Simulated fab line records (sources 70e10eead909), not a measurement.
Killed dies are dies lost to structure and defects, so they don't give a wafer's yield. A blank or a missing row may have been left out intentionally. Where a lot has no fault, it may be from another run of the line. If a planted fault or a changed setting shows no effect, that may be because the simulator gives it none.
Matching of chambers | flow nand-harc | pecvd-04 running NHARC_A_CONTACT_DEP_29: 3 sister chambers
The step deposits SiON, target thk 70 nm. 6 wafers are shown with their chamber, then 10 later ones without.

## WAFERS PAIRED WITH THEIR CHAMBERS
wafer  | chamber | heater-power-w (W)
L083.5 | 1       | 731
L084.1 | 2       | 614
L084.4 | 1       | 659
L084.6 | 2       | 624
L089.3 | 0       | 763
L089.4 | 0       | 776

## WAFERS WITHOUT THEIR CHAMBER
wafer  | heater-power-w (W)
L089.6 | 651
L091.1 | 745
L091.3 | 733
L091.6 | 747
L094.2 | 514
L094.3 | 789
L094.6 | 516
L092.1 | 746
L092.5 | 633
L092.6 | 768

## THE CHAMBER EACH PASSED THROUGH
wafer  | from the rows above     | in truth
L089.6 | can't be placed: 2 or 1 | 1
L091.1 | can't be placed: 0 or 1 | 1
L091.3 | can't be placed: 0 or 1 | 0
L091.6 | can't be placed: 0 or 1 | 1
L094.2 | 2                       | 2
L094.3 | 0                       | 0
L094.6 | 2                       | 2
L092.1 | can't be placed: 0 or 1 | 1
L092.5 | can't be placed: 2 or 1 | 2
L092.6 | 0                       | 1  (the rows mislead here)
3 of 10 placed correctly. Not placeable from these rows: 6 (in 6, the candidates include the true chamber). Wrongly placed: 1.
How it was worked out, from the rows above alone: a wafer's distance from a chamber is the root of the sum, over the readings, of the square of ((its reading less the chamber's mean) divided by the reading's scatter). If the next closest chamber is less than 2 further off than the closest, the wafer can't be placed; otherwise it belongs to the closest. A chamber's mean is the mean of its shown wafers. The scatter: the root of (the sum of the squares of (reading less its chamber's mean) over the shown wafers, divided by (wafers less chambers)).
